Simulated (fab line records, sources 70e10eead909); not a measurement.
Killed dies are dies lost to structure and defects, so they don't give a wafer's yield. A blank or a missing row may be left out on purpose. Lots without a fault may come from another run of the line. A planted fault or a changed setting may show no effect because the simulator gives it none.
fab line records | flow nand_harc
record lots=12 wafers=36 last_day=33
route steps=1302 shown A_BONDPAD@1219 END@1302
lots that met no fault: from a run of the same line without faults
start_h: hours from the record's first day to the start of the lot's first wafer shown | wait_h: hours since the lot's step before | " the same as in the row above | L1.1+2: a row that stands for several wafers | - no value, or no start given | * or withheld: withheld | < > ~ a bound
route shown NAME@n: a module of which the file shows steps, and the number in the route of the first | usual: mean/standard deviation of fault-free wafers | same: alike in all rows | chamber/n: place in a boat | sites: the reading at each site | _std_site: their standard deviation | _edge_site: outer sites' mean less inner sites' | radius_mm: how far each site lies from the wafer's centre | mask NAME#n: copy n | behind: the tool/chamber that last shaped the wafer | hold: why the lot was held/for how many hours/how that ended | device: the transistor (n, p or np) that didn't switch | end of line: the same wafers' tests at the end of the route | a step without rows: its recipe alone | killed: dies lost to structure and defects at the first sort, not the wafer's yield | map: a wafer's dies, x killed, . not, _ none there
set.NAME: the setting as run; set.NAME@STEP: as run at that earlier step | model.NAME: the simulator's own value behind a step, which no gauge read
steps of the route over a sample of lots; a table a step, a row a wafer
services: from which hour (start_h, from the record's first day; less than 0 if before it) a tool's chamber was out of use, for how many hours, and why
## steps
# step NHARC_A_BONDPAD_ETCH_34
# recipe target_depth_a=600 overetch_a=180 time_s=65.91 ion_energy_ev=200 n2_flow_sccm=150 h2_flow_sccm=150 ar_flow_sccm=0 rf_w=400 bias_w=150 chemistry=N2/H2
# usual drypump_motor_current_A=5.5/0.55 oes_product_au=0.998/0.011 rf_fwd_power_W=396.5/1.7 rf_vpp_V=430/3 showerhead_plenum_p_Torr=2.03/0.11 throttle_valve_pct=14.172/0.0083
# columns lot.wafer tool chamber start_h wait_h drypump_motor_current_A oes_product_au rf_fwd_power_W rf_hours_counter_h rf_vpp_V showerhead_plenum_p_Torr throttle_valve_pct
L372.4 rie_diel-09 0 548.82 0.1 5.2 1.005 393.6 7 429 1.99 14.172
L372.3 " 1 " " 6.0 1.002 396.9 8 428 1.89 14.168
L372.6 " 3 " " 5.6 0.987 397.7 - 434 2.22 14.164
L371.2 rie_diel-09 3 551.13 0.1 5.6 0.981 397.1 8 437 2.22 14.169
L371.6 " 2 " " 4.7 1.004 395.9 - 426 1.91 14.172
L371.5 " 3 " " 5.6 0.984 398.1 - 435 2.22 14.168
L374.2 rie_diel-05 0 551.66 0.1 6.0 0.999 395.9 51 428 1.91 14.177
L374.3 " 1 " " 4.9 0.990 397.5 50 433 2.07 14.165
L374.1 " 3 " " 5.3 0.981 394.4 54 432 2.08 14.168
L373.2 rie_diel-05 1 555.10 0.1 4.9 0.995 398.5 51 432 2.07 14.185
L373.4 " 3 " " 5.2 0.999 397.4 55 432 2.08 14.176
L373.5 " 2 " " 5.7 1.013 395.8 - 428 1.88 14.161
L375.1 rie_diel-09 0 562.36 0.1 5.2 1.011 396.6 10 428 1.99 14.162
L375.3 " 1 " " 6.0 0.996 397.6 10 427 1.89 14.164
L375.2 " 2 " " 4.6 1.007 398.2 10 427 1.91 14.179
L377.2 rie_diel-08 2 596.70 0.1 6.7 0.992 394.2 2 431 2.05 14.171
L377.1 " 3 " " 5.5 0.989 399.6 2 431 2.10 14.182
L377.5 " 2 " " 6.7 1.006 397.7 - 430 2.05 14.179
L379.1 rie_diel-08 2 624.60 0.1 6.7 1.002 394.5 3 431 2.05 14.185
L379.2 " 3 " " 5.5 0.978 397.4 2 432 2.10 14.162
L379.6 " 1 " " 5.1 1.017 397.1 - 429 1.99 14.163
L380.2 rie_diel-09 1 626.87 0.1 6.0 0.997 395.9 21 426 1.89 14.166
L380.6 " 3 " " 5.6 0.976 400.7 - 436 2.21 14.165
L380.5 " 0 " " 5.2 0.997 397.7 - 429 1.98 14.178
L383.2 rie_diel-09 2 643.52 0.1 4.6 1.009 397.8 24 427 1.91 14.170
L383.3 " 1 " " 6.0 0.998 396.8 24 427 1.89 14.164
L383.5 " 2 " " 4.6 1.006 398.2 - 427 1.91 14.165
L389.1 rie_diel-09 0 720.73 0.1 5.2 1.005 396.3 5 428 1.98 14.168
L389.3 " 2 " " 4.7 1.015 399.5 4 427 1.90 14.183
L389.5 " 0 " " 5.2 1.004 396.2 - 429 1.98 14.172
L390.3 rie_diel-09 2 725.65 0.1 4.7 1.012 396.5 5 427 1.90 14.176
L390.6 " 3 " " 5.6 0.997 399.0 - 435 2.21 14.168
L390.5 " 0 " " 5.2 1.022 395.5 - 428 1.98 14.190
L393.2 rie_diel-09 2 755.07 0.1 4.7 1.006 396.8 10 426 1.90 14.175
L393.3 " 0 " " 5.2 0.998 396.6 12 430 1.97 14.197
L393.5 " 0 " " 5.2 1.010 400.1 - 429 1.97 14.164
# step NHARC_A_BONDPAD_STRIP_15
# recipe o2_flow_sccm=500 ar_flow_sccm=0 bias_w=0 chemistry=O2
# usual chamber_pressure_mTorr=59.99/0.057 drypump_motor_current_A=5.6/0.55 oes_product_au=0.998/0.013 rf_vpp_V=57.8/0.88 showerhead_plenum_p_Torr=3.53/0.16 throttle_valve_pct=17.037/0.0078
# columns lot.wafer tool chamber start_h wait_h chamber_pressure_mTorr drypump_motor_current_A oes_product_au rf_hours_counter_h rf_vpp_V showerhead_plenum_p_Torr throttle_valve_pct
L372.3 rie_diel-09 2 549.11 0.1 59.99 4.7 1.026 8 56.0 3.33 17.037
L372.4 " 3 " " 59.95 5.6 0.995 8 59.0 3.80 17.037
L372.6 " 2 " " 60.03 4.7 1.012 - 56.9 3.33 17.038
L371.2 rie_diel-09 3 551.48 0.1 59.96 5.6 0.968 8 59.1 3.80 17.044
L371.5 " 0 " " 59.98 5.2 1.008 - 57.4 3.44 17.024
L371.6 " 1 " " 60.03 6.1 0.984 - 57.5 3.30 17.033
L374.3 rie_diel-09 0 551.97 0.1 59.99 5.2 1.023 8 57.6 3.44 17.040
L374.2 " 2 " " 59.91 4.7 1.017 8 57.0 3.33 17.043
L374.1 " 3 " " 59.95 5.6 0.991 8 57.9 3.80 17.046
L373.2 rie_diel-09 0 555.41 0.1 60.00 5.2 1.019 9 57.9 3.44 17.032
L373.4 " 3 " " 60.05 5.6 0.987 9 58.9 3.80 17.028
L373.5 " 0 " " 59.99 5.2 1.007 - 56.9 3.44 17.049
L375.1 rie_diel-09 1 562.68 0.1 59.97 6.0 0.986 10 56.4 3.30 17.044
L375.2 " 2 " " 60.01 4.7 1.015 10 58.2 3.32 17.030
L375.3 " 3 " " 59.92 5.6 0.985 10 58.2 3.80 17.028
L377.1 rie_diel-09 0 597.00 0.1 59.96 5.2 1.004 16 60.0 3.44 17.025
L377.2 " 3 " " 59.93 5.6 0.986 16 59.0 3.80 17.040
L377.5 " 0 " " 60.00 5.2 0.994 - 57.1 3.44 17.043
L379.2 rie_diel-08 0 624.89 0.1 60.03 5.8 0.988 2 59.1 3.73 17.041
L379.1 " 3 " " 59.98 5.5 0.990 2 57.5 3.62 17.037
L379.6 " 0 " " 60.01 5.8 0.985 - 58.4 3.73 17.035
L380.2 rie_diel-09 2 627.20 0.1 54.78 4.7 1.031 21 57.7 3.32 17.037
L380.6 " 0 " " 54.69 5.2 1.011 - 57.4 3.44 17.030
L380.5 " 1 " " 54.80 6.0 1.006 - 57.7 3.29 17.039
L383.2 rie_diel-09 2 643.85 0.1 54.82 4.7 1.020 24 56.3 3.32 17.031
L383.3 " 1 " " 54.86 6.0 0.997 24 59.6 3.29 17.021
L383.5 " 2 " " 54.78 4.7 1.010 - 58.6 3.32 17.030
L389.3 rie_diel-08 0 721.08 0.1 59.99 5.8 0.993 5 58.1 3.73 17.029
L389.1 " 2 " " 59.92 6.7 0.992 5 58.7 3.55 17.035
L389.5 " 0 " " 60.02 5.8 0.980 - 58.3 3.73 17.035
L390.3 rie_diel-09 0 725.96 0.1 60.07 5.2 0.999 7 56.8 3.43 17.046
L390.6 " 3 " " 60.02 5.6 0.987 - 59.2 3.79 17.035
L390.5 " 0 " " 59.98 5.2 1.005 - 57.3 3.43 17.036
L393.2 rie_diel-08 3 755.40 0.1 59.97 5.5 0.993 0 59.8 3.62 17.044
L393.3 " 0 " " 59.93 5.8 1.011 0 57.2 3.73 17.041
L393.5 " 0 " " 60.02 5.8 1.018 - 58.0 3.73 17.039
# step NHARC_A_BONDPAD_PVD_27
# recipe target_thk_a=300 chamber_pressure_pa=5 power_w=5000 substrate_temp_c=30 time_s=20.49 material=Cu
# usual throttle_valve_pct=30.3/1.1
# columns lot.wafer tool chamber start_h wait_h throttle_valve_pct
L372.4 pvd_sputter-03 - - - 31.2
L372.3 " - " " 29.8
L372.6 " - " " 31.1
L371.2 pvd_sputter-01 - - - 28.9
L371.5 " - " " 28.9
L371.6 " - " " 29.9
L374.1 pvd_sputter-03 - - - 31.0
L374.2 " - " " 29.9
L374.3 " - " " 30.4
L373.2 pvd_sputter-01 - - - 30.0
L373.4 " - " " 29.4
L373.5 " - " " 29.8
L375.1 pvd_sputter-02 - - - 31.9
L375.2 " - " " 30.1
L375.3 " - " " 28.2
L377.2 pvd_sputter-03 - - - 30.3
L377.1 " - " " 31.2
L377.5 " - " " 31.2
L379.1 pvd_sputter-03 - - - 31.2
L379.2 " - " " 30.2
L379.6 " - " " 29.8
L380.2 pvd_sputter-02 - - - 31.9
L380.6 " - " " 30.2
L380.5 " - " " 28.3
L383.3 pvd_sputter-03 - - - 31.5
L383.2 " - " " 29.7
L383.5 " - " " 31.0
L389.3 pvd_sputter-03 - - - 30.8
L389.1 " - " " 32.0
L389.5 " - " " 30.0
L390.3 pvd_sputter-03 - - - 31.2
L390.5 " - " " 30.0
L390.6 " - " " 31.0
L393.3 pvd_sputter-03 - - - 31.8
L393.2 " - " " 30.8
L393.5 " - " " 31.1
# step NHARC_A_BONDPAD_THK_MEAS_20
# recipe thk_meas_gauge=xrf
# usual thk_nm=170.1/1.4
# columns lot.wafer tool chamber start_h wait_h thk_nm
L372.3 film_metro-02 - 551.12 - 170.7
L372.4 " - " " 169.7
L372.6 " - " " 172.0
L371.2 film_metro-01 - 553.46 - 169.2
L371.5 " - " " 166.6
L371.6 " - " " 170.9
L374.1 film_metro-02 - 553.97 - 170.1
L374.2 " - " " 169.4
L374.3 " - " " 168.3
L373.2 film_metro-02 - 557.40 - 169.3
L373.4 " - " " 173.9
L373.5 " - " " 169.0
L375.1 film_metro-02 - 564.61 - 169.0
L375.2 " - " " 168.8
L375.3 " - " " 170.6
L377.1 film_metro-02 - 599.40 - 169.7
L377.2 " - " " 170.0
L377.5 " - " " 168.5
L379.1 film_metro-01 - 626.84 - 170.9
L379.2 " - " " 171.5
L379.6 " - " " 170.7
L380.2 film_metro-02 - 629.22 - 168.7
L380.5 " - " " 170.6
L380.6 " - " " 169.1
L383.2 film_metro-02 - 645.85 - 173.0
L383.3 " - " " 170.9
L383.5 " - " " 173.2
L389.1 film_metro-01 - 723.09 - 170.1
L389.3 " - " " 169.0
L389.5 " - " " 170.1
L390.3 film_metro-02 - 727.94 - 169.7
L390.5 " - " " 171.3
L390.6 " - " " 170.1
L393.2 film_metro-02 - 757.36 - 171.4
L393.3 " - " " 169.2
L393.5 " - " " 171.2
# step NHARC_END_SORT_01
# recipe temp_c=25
# usual defect_limited_yield=90/3.4 killed_at_array=62/22 killed_at_other=1.0/1.4 killed_at_periphery=4.2/2.8 killed_dies=67/23 killed_open=3.1/1.7 killed_short=2.1/1.5
# same gross_dies=677
# columns lot.wafer tool chamber start_h wait_h defect_limited_yield[%] killed_at_array killed_at_other killed_at_periphery killed_dies killed_open killed_short
L375.1 prober-02 0 595.61 2.5 93 37 6 2 45 2 2
L375.2 prober-02 0 596.41 2.8 94 37 1 2 40 2 3
L375.3 prober-02 0 597.22 3.1 95 29 1 7 37 2 2
L380.2 prober-01 0 654.69 2.8 94 35 2 1 38 0 0
L380.5 prober-01 0 657.10 3.7 94 38 3 3 44 0 1
L380.6 prober-01 0 657.91 4.0 93 42 4 1 47 2 1
L390.3 prober-02 0 775.51 3.1 89 68 1 3 72 3 2
L390.5 prober-02 0 777.08 3.6 90 58 5 7 70 4 4
L390.6 prober-02 0 777.87 3.9 89 66 8 3 77 5 5
L393.2 prober-01 0 787.66 2.8 96 24 0 2 26 2 1
L393.3 prober-01 0 788.45 3.1 96 27 1 1 29 3 3
L393.5 prober-01 0 790.04 3.7 95 32 1 4 37 2 6
# killed by level:class
L375.1 A_CHANNEL_HOLE_D2:chamber_film_flake=12 A_CHANNEL_HOLE_D1:chamber_film_flake=8 A_STAIRCASE:chamber_film_flake=6 THIN_TSV:chamber_film_flake=6 A_CONTACT:chamber_film_flake=3 A_WL_FILL:chamber_film_flake=2 A_SOURCE_PLATE:geometric_particle:open=1 A_ONON_D1:geometric_particle:short=1
L375.2 A_CHANNEL_HOLE_D2:chamber_film_flake=11 A_STAIRCASE:chamber_film_flake=11 A_CHANNEL_HOLE_D1:chamber_film_flake=5 A_CONTACT:chamber_film_flake=3 A_WL_FILL:geometric_particle:short=2 P_GATE:chamber_film_flake=2 A_DECK1_JOINT:geometric_particle:short=1 A_CHANNEL_FILL_D2:geometric_particle:open=1
L375.3 A_CHANNEL_HOLE_D2:chamber_film_flake=9 A_STAIRCASE:chamber_film_flake=7 A_CHANNEL_HOLE_D1:chamber_film_flake=6 P_GATE:chamber_film_flake=4 P_ZERO_WELL:chamber_film_flake=2 A_CONTACT:chamber_film_flake=2 P_M0:geometric_particle:open=1 A_ONON_D1:geometric_particle:short=1
L380.2 A_CHANNEL_HOLE_D2:chamber_film_flake=20 A_CHANNEL_HOLE_D1:chamber_film_flake=5 A_SGD_CUT:chamber_film_flake=4 A_SLIT:chamber_film_flake=2 A_WL_FILL:chamber_film_flake=2 THIN_TSV:chamber_film_flake=2 P_STI:chamber_film_flake=1 A_CHANNEL_FILL_D1:chamber_film_flake=1
L380.5 A_CHANNEL_HOLE_D2:chamber_film_flake=17 A_SGD_CUT:chamber_film_flake=11 A_CONTACT:chamber_film_flake=5 A_CHANNEL_HOLE_D1:chamber_film_flake=4 THIN_TSV:chamber_film_flake=3 P_M0:geometric_particle:short=1 P_ZERO_WELL:chamber_film_flake=1 P_STI:chamber_film_flake=1
L380.6 A_CHANNEL_HOLE_D2:chamber_film_flake=23 A_CONTACT:chamber_film_flake=5 A_CHANNEL_HOLE_D1:chamber_film_flake=4 A_SGD_CUT:chamber_film_flake=4 THIN_TSV:chamber_film_flake=4 A_SLIT:chamber_film_flake=2 P_CONTACT:geometric_particle:open=1 A_DECK1_JOINT:geometric_particle:short=1
L390.3 A_CHANNEL_HOLE_D2:chamber_film_flake=29 A_CHANNEL_HOLE_D1:chamber_film_flake=18 A_SLIT:chamber_film_flake=5 A_STAIRCASE:chamber_film_flake=3 P_ZERO_WELL:chamber_film_flake=2 A_ZERO_WELL:chamber_film_flake=2 A_CHANNEL_FILL_D1:chamber_film_flake=2 A_CHANNEL_FILL_D2:chamber_film_flake=2
L390.5 A_CHANNEL_HOLE_D2:chamber_film_flake=27 A_CHANNEL_HOLE_D1:chamber_film_flake=12 A_SLIT:chamber_film_flake=6 THIN_TSV:chamber_film_flake=5 A_ONON_D2:geometric_particle:open=2 P_ZERO_WELL:chamber_film_flake=2 A_ZERO_WELL:chamber_film_flake=2 A_CHANNEL_FILL_D2:chamber_film_flake=2
L390.6 A_CHANNEL_HOLE_D2:chamber_film_flake=28 A_CHANNEL_HOLE_D1:chamber_film_flake=15 THIN_TSV:chamber_film_flake=8 A_ZERO_WELL:chamber_film_flake=3 A_STAIRCASE:chamber_film_flake=3 A_SLIT:chamber_film_flake=3 A_CONTACT:chamber_film_flake=3 A_SOURCE_PLATE:geometric_particle:open=1
L393.2 A_SLIT:chamber_film_flake=7 A_CONTACT:chamber_film_flake=7 A_SGD_CUT:chamber_film_flake=4 A_STAIRCASE:chamber_film_flake=2 P_STI:geometric_particle:open=1 A_CHANNEL_FILL_D2:geometric_particle:open=1 A_WL_FILL:geometric_particle:short=1 P_ZERO_WELL:chamber_film_flake=1
L393.3 A_CONTACT:chamber_film_flake=7 A_SLIT:chamber_film_flake=6 A_SGD_CUT:chamber_film_flake=5 A_CHANNEL_HOLE_D1:chamber_film_flake=2 P_M1:geometric_particle:open=1 A_CHANNEL_FILL_D1:geometric_particle:short=1 A_DECK1_JOINT:geometric_particle:short=1 A_CHANNEL_HOLE_D2:geometric_particle:short=1
L393.5 A_CONTACT:chamber_film_flake=9 A_SLIT:chamber_film_flake=8 A_SGD_CUT:chamber_film_flake=6 A_ONON_D2:geometric_particle:short=3 A_WL_FILL:geometric_particle:short=3 P_STI:chamber_film_flake=2 A_CHANNEL_FILL_D2:chamber_film_flake=2 P_M0:geometric_particle:open=1
## services
# columns tool chamber start_h hours kind
pvd_sputter-03 - 526.07 10.0 pm
rie_diel-09 0 530.73 - clean
rie_diel-09 1 530.73 - clean
rie_diel-09 2 530.73 - clean
rie_diel-09 3 530.73 - clean
pvd_sputter-01 - 531.01 2.9 repair
rie_diel-05 0 541.14 4.4 repair
rie_diel-08 - 544.84 9.0 pm
rie_diel-09 0 555.23 - clean
rie_diel-05 0 571.25 7.7 repair
pvd_sputter-01 - 582.06 10.0 pm
rie_diel-05 - 584.74 9.0 pm
rie_diel-05 3 621.63 9.3 repair
rie_diel-08 0 627.69 8.6 repair
pvd_sputter-02 - 638.05 10.0 pm
pvd_sputter-03 - 664.59 1.8 repair
rie_diel-09 - 674.10 9.0 pm
rie_diel-08 - 697.54 0.7 repair
pvd_sputter-03 - 704.07 10.0 pm
rie_diel-09 1 713.42 9.6 repair
rie_diel-08 - 721.84 9.0 pm
rie_diel-05 3 741.64 6.4 repair
pvd_sputter-02 - 743.91 4.0 repair
rie_diel-09 3 750.04 15.0 repair
## key
first_sign step=NHARC_A_BONDPAD_STRIP_15 reading=chamber_pressure_mTorr direction=down sigmas=91 usual=59.99 struck=54.79
effect none on later readings
met_at NHARC_A_BONDPAD_STRIP_15
struck_lots L380,L383
not_acting_at NHARC_A_BONDPAD_ETCH_34,NHARC_A_BONDPAD_PVD_27,NHARC_A_BONDPAD_THK_MEAS_20
onset_between 597.00 627.20
fault kind=process_parameter_drift tool=rie_diel-09 chamber=- onset_h=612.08 steps=NHARC_A_BONDPAD_STRIP_15 channel=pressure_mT offset=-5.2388 shape=step end_h=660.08 acts_in=these_recipes_only stated=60
